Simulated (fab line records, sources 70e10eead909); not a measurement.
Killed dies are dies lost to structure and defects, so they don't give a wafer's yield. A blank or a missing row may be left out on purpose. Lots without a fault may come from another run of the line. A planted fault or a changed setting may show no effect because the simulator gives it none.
fab line records | flow nand_harc | part 2 of 2: steps 23 to 35 of 35
record lots=5 wafers=15 last_day=23
route steps=1159 shown A_SGD_CUT@755 A_SLIT@779
lots that met no fault: from a run of the same line without faults
start_h: hours from the record's first day to the start of the lot's first wafer shown | wait_h: hours since the lot's step before | " the same as in the row above | L1.1+2: a row that stands for several wafers | - no value, or no start given | * or withheld: withheld | < > ~ a bound
route shown NAME@n: a module of which the file shows steps, and the number in the route of the first | usual: mean/standard deviation of fault-free wafers | same: alike in all rows | chamber/n: place in a boat | sites: the reading at each site | _std_site: their standard deviation | _edge_site: outer sites' mean less inner sites' | radius_mm: how far each site lies from the wafer's centre | mask NAME#n: copy n | behind: the tool/chamber that last shaped the wafer | hold: why the lot was held/for how many hours/how that ended | device: the transistor (n, p or np) that didn't switch | end of line: the same wafers' tests at the end of the route | a step without rows: its recipe alone | killed: dies lost to structure and defects at the first sort, not the wafer's yield | map: a wafer's dies, x killed, . not, _ none there
set.NAME: the setting as run; set.NAME@STEP: as run at that earlier step | model.NAME: the simulator's own value behind a step, which no gauge read
lots at some steps of the route; a table a step, a row a wafer
services: from which hour (start_h, from the record's first day; less than 0 if before it) a tool's chamber was out of use, for how many hours, and why
## steps
# step NHARC_A_SGD_CUT_STRIP_28
# recipe time_s=20 o2_flow_sccm=500 ar_flow_sccm=0 bias_w=0 chemistry=O2
# usual drypump_motor_current_A=5.5/0.4 oes_product_au=1.001/0.0093 rf_vpp_V=57.9/0.89 showerhead_plenum_p_Torr=3.54/0.15 throttle_valve_pct=17.037/0.0085
# columns lot.wafer tool chamber start_h wait_h drypump_motor_current_A oes_product_au rf_hours_counter_h rf_vpp_V showerhead_plenum_p_Torr throttle_valve_pct
L080.3 rie_diel-10 1 - - 5.4 1.013 9 57.6 3.77 17.032
L080.2 " 0 " " 5.3 0.992 9 57.4 3.75 17.048
L080.6 " 2 " " 5.4 0.996 - 55.9 3.40 17.032
L081.1 rie_diel-07 3 - - 5.3 0.999 12 58.1 3.58 17.028
L081.5 " 2 " " 5.4 1.000 - 57.9 3.43 17.038
L081.6 " 3 " " 5.3 0.998 - 57.5 3.58 17.037
L089.2 rie_diel-10 0 - - 5.2 1.002 3 58.5 3.75 17.037
L089.1 " 1 " " 5.4 1.004 2 57.6 3.77 17.024
L089.3 " 2 " " 5.4 0.993 2 58.1 3.39 17.037
L085.2 rie_diel-07 0 394.79 0.1 6.3 0.995 16 58.9 3.67 17.033
L085.1 " 1 " " 4.9 1.017 16 58.9 3.36 17.015
L085.6 " 2 " " 5.4 0.994 - 57.4 3.42 17.038
L090.3 rie_diel-10 1 - - 5.4 0.992 4 58.9 3.77 17.049
L090.1 " 3 " " 5.6 1.019 6 56.9 3.41 17.020
L090.5 " 2 " " 5.4 1.002 - 58.1 3.39 17.031
# step NHARC_A_SGD_CUT_INSPECT_25
# usual raw_defect_count=335/95
# columns lot.wafer tool chamber start_h wait_h raw_defect_count
L080.2 defect_inspect-01 - 346.53 - 293
L080.3 " - " " 273
L080.6 " - " " 273
L081.1 defect_inspect-02 - 346.60 - 260
L081.5 " - " " 411
L081.6 " - " " 315
L089.1 defect_inspect-02 - 394.70 - 353
L089.2 " - " " 324
L089.3 " - " " 346
L085.1 defect_inspect-02 - 394.89 - 432
L085.2 " - " " 421
L085.6 " - " " 378
L090.1 defect_inspect-01 - 418.84 - 471
L090.3 " - " " 450
L090.5 " - " " 398
# step NHARC_A_SLIT_DEP_25
# recipe target_thk_a=2000 temp_c=400 pressure_torr=6.5 rf_w=900 teos_flow_sccm=161.4 flow_sccm=2650 target_thk_nm=200 gas=O2 material=SiO2
# usual chamber_pressure_Torr=6.501/0.015 heater_power_w=572/88 throttle_valve_pct=16.0/0.42
# columns lot.wafer tool chamber start_h wait_h chamber_pressure_Torr heater_power_w throttle_valve_pct
L080.3 pecvd-01 0 346.63 0.1 6.511 662 16.2
L080.2 " 2 " " 6.485 569 15.9
L080.6 " 1 " " 6.513 529 16.0
L081.1 pecvd-04 2 346.81 0.2 6.461 453 16.7
L081.6 " 0 " " 6.501 732 15.9
L081.5 " 1 " " 6.505 680 16.5
L089.2 pecvd-02 1 394.77 0.1 6.507 467 15.3
L089.3 " 2 " " 6.485 626 16.1
L089.1 " 0 " " 6.478 475 15.8
L085.1 pecvd-04 0 395.17 0.3 6.502 703 15.7
L085.2 " 2 " " 6.475 474 16.7
L085.6 " 2 " " 6.485 500 16.6
L090.3 pecvd-04 0 418.90 0.1 6.480 668 15.5
L090.1 " 1 " " 6.520 548 16.5
L090.5 " 2 " " 6.510 578 16.7
# step NHARC_A_SLIT_DEP_00
# recipe target_thk_a=32000 temp_c=400 material=aC
# usual throttle_valve_pct=35.000/0.0091
# columns lot.wafer tool chamber start_h wait_h throttle_valve_pct
L080.2 acl_dep-03 0 347.40 - 35.013
L080.3 " 0 " " 35.000
L080.6 " 0 348.73 - 35.003
L081.1 acl_dep-02 0 347.59 - 35.003
L081.5 " 0 348.89 - 34.982
L081.6 " 0 " " 34.998
L089.1 acl_dep-02 0 395.11 - 34.992
L089.2 " 0 " " 35.003
L089.3 " 0 " " 35.000
L085.1 acl_dep-03 0 395.95 - 35.014
L085.2 " 0 " " 35.009
L085.6 " 0 397.58 - 34.997
L090.1 acl_dep-01 0 419.24 - 35.007
L090.3 " 0 " " 35.011
L090.5 " 0 " " 34.996
# step NHARC_A_SLIT_DEP_23
# recipe target_thk_a=1000 target_thk_nm=100 temp_c=400 pressure_torr=3.5 flow_sccm=200 rf_w=350 material=SiON
# usual chamber_pressure_Torr=3.499/0.0075 heater_power_w=743/85
# columns lot.wafer tool chamber start_h wait_h chamber_pressure_Torr heater_power_w
L080.2 pecvd-02 0 349.09 1.4 3.502 682
L080.3 " 1 " " 3.505 721
L080.6 " 2 " " 3.499 749
L081.1 pecvd-04 2 349.56 1.7 3.500 748
L081.5 " 0 " " 3.514 945
L081.6 " 1 " " 3.505 884
L089.2 pecvd-01 0 397.09 1.3 3.502 752
L089.3 " 1 " " 3.490 755
L089.1 " 2 " " 3.494 734
L085.2 pecvd-02 0 397.95 1.4 3.505 675
L085.1 " 1 " " 3.494 637
L085.6 " 2 " " 3.499 856
L090.3 pecvd-02 2 421.26 1.0 3.499 852
L090.1 " 0 " " 3.494 625
L090.5 " 0 " " 3.491 636
# step NHARC_A_SLIT_DEHYDRATE_01
# recipe temp_c=150 time_s=120
# usual heater_power_total_W=182.6/1.2
# columns lot.wafer tool chamber start_h wait_h heater_power_total_W
L080.2 litho_track-04 0 349.36 0.2 181.9
L080.3 " 0 " " 183.5
L080.6 " 0 " " 184.0
L081.1 litho_track-04 0 349.83 0.2 183.5
L081.5 " 0 " " 184.4
L081.6 " 0 " " 182.8
L089.1 litho_track-01 0 397.36 0.2 181.7
L089.2 " 0 " " 181.9
L089.3 " 0 " " 183.5
L085.1 litho_track-04 0 398.20 0.2 183.3
L085.2 " 0 " " 180.8
L085.6 " 0 " " 183.0
L090.1 litho_track-04 0 421.50 0.2 183.4
L090.3 " 0 " " 184.3
L090.5 " 0 " " 183.9
# step NHARC_A_SLIT_HMDS_02
# recipe time_s=30
# columns lot.wafer tool chamber start_h wait_h
L080.2+3+6 litho_track-04 0 - -
L081.1+5+6 litho_track-04 0 - -
L089.1+2+3 litho_track-01 0 - -
L085.1+2+6 litho_track-04 0 - -
L090.1+3+5 litho_track-04 0 - -
# step NHARC_A_SLIT_COAT_03
# recipe spin_rpm=1500 resist_thk_nm=90
# usual dispense_pressure_kPa=50/6.8
# columns lot.wafer tool chamber start_h wait_h dispense_pressure_kPa
L080.2 litho_track-04 0 - - 42
L080.3 " 0 " " 42
L080.6 " 0 " " 42
L081.1 litho_track-04 0 - - 42
L081.5 " 0 " " 43
L081.6 " 0 " " 42
L089.1 litho_track-01 0 - - 52
L089.2 " 0 " " 52
L089.3 " 0 " " 52
L085.1 litho_track-04 0 - - 42
L085.2 " 0 " " 42
L085.6 " 0 " " 43
L090.1 litho_track-04 0 - - 42
L090.3 " 0 " " 42
L090.5 " 0 " " 42
# step NHARC_A_SLIT_SOFTBAKE_04
# recipe temp_c=105 time_s=55
# usual heater_power_total_W=188.47/0.15
# columns lot.wafer tool chamber start_h wait_h heater_power_total_W
L080.2 litho_track-04 0 - - 188.72
L080.3 " 0 " " 188.53
L080.6 " 0 " " 188.44
L081.1 litho_track-04 0 - - 188.49
L081.5 " 0 " " 188.40
L081.6 " 0 " " 188.48
L089.1 litho_track-01 0 - - 188.65
L089.2 " 0 " " 188.54
L089.3 " 0 " " 188.47
L085.1 litho_track-04 0 - - 188.49
L085.2 " 0 " " 188.43
L085.6 " 0 " " 188.53
L090.1 litho_track-04 0 - - 188.37
L090.3 " 0 " " 188.42
L090.5 " 0 " " 188.48
# step NHARC_A_SLIT_EBR_05
# columns lot.wafer tool chamber start_h wait_h
L080.2+3+6 litho_track-04 0 - -
L081.1+5+6 litho_track-04 0 - -
L089.1+2+3 litho_track-01 0 - -
L085.1+2+6 litho_track-04 0 - -
L090.1+3+5 litho_track-04 0 - -
# step NHARC_A_SLIT_EXPOSE_06
# recipe na=1.35 dose_mj=60.82 mask_id=SLIT
# columns lot.wafer tool chamber start_h wait_h mask
L080.2+3+6 arfi_scanner-03 0 349.63 - SLIT#0
L081.1+5+6 arfi_scanner-01 0 350.10 - SLIT#0
L089.1+2+3 arfi_scanner-01 0 397.50 - SLIT#0
L085.1+2+6 arfi_scanner-02 0 398.34 - SLIT#0
L090.1+3+5 arfi_scanner-02 0 421.64 - SLIT#0
# step NHARC_A_SLIT_PEB_07
# recipe peb_temp_c=100 peb_time_s=65
# usual heater_power_total_W=156.6/0.41
# columns lot.wafer tool chamber start_h wait_h heater_power_total_W
L080.2 litho_track-01 0 349.69 0.1 157.1
L080.3 " 0 " " 156.6
L080.6 " 0 " " 156.2
L081.1 litho_track-01 0 350.16 0.1 156.3
L081.5 " 0 " " 157.0
L081.6 " 0 " " 156.8
L089.1 litho_track-06 0 397.56 0.1 156.1
L089.2 " 0 " " 156.1
L089.3 " 0 " " 157.2
L085.1 litho_track-06 0 398.40 0.1 156.8
L085.2 " 0 " " 155.9
L085.6 " 0 " " 157.1
L090.1 litho_track-06 0 421.71 0.1 157.1
L090.3 " 0 " " 156.4
L090.5 " 0 " " 156.9
# step NHARC_A_SLIT_DEVELOP_08
# recipe develop_time_s=35 dev_temp_c=23
# columns lot.wafer tool chamber start_h wait_h
L080.2+3+6 litho_track-01 0 - -
L081.1+5+6 litho_track-01 0 - -
L089.1+2+3 litho_track-06 0 - -
L085.1+2+6 litho_track-06 0 - -
L090.1+3+5 litho_track-06 0 - -
## services
# columns tool chamber start_h hours kind
wet_bench-03 - 322.40 8.0 pm
rie_diel-07 3 323.84 3.0 repair
arfi_scanner-01 - 333.80 1.3 repair
pecvd-02 - 334.02 13.0 pm
cmp-04 - 336.60 1.8 repair
arfi_scanner-03 - 340.51 1.4 repair
cmp-04 - 341.21 2.8 repair
rie_diel-10 3 350.81 9.0 repair
acl_dep-02 - 352.17 13.0 pm
rie_diel-10 - 353.50 9.0 pm
rie_diel-11 - 362.85 1.0 repair
rie_diel-11 - 366.50 9.0 pm
arfi_scanner-01 - 368.00 4.0 pm
rie_diel-10 1 370.55 4.1 repair
fcvd-02 - 376.00 13.0 pm
pecvd-04 - 376.00 13.0 pm
fcvd-01 - 378.71 0.4 repair
rie_diel-11 1 388.87 23.6 repair
wet_bench-01 - 389.60 8.0 pm
rie_diel-07 3 393.45 2.6 repair
rie_diel-11 2 396.24 2.6 repair
cmp-04 - 399.06 4.0 pm
rie_diel-07 - 405.20 9.0 pm
cmp-04 - 414.08 1.2 repair
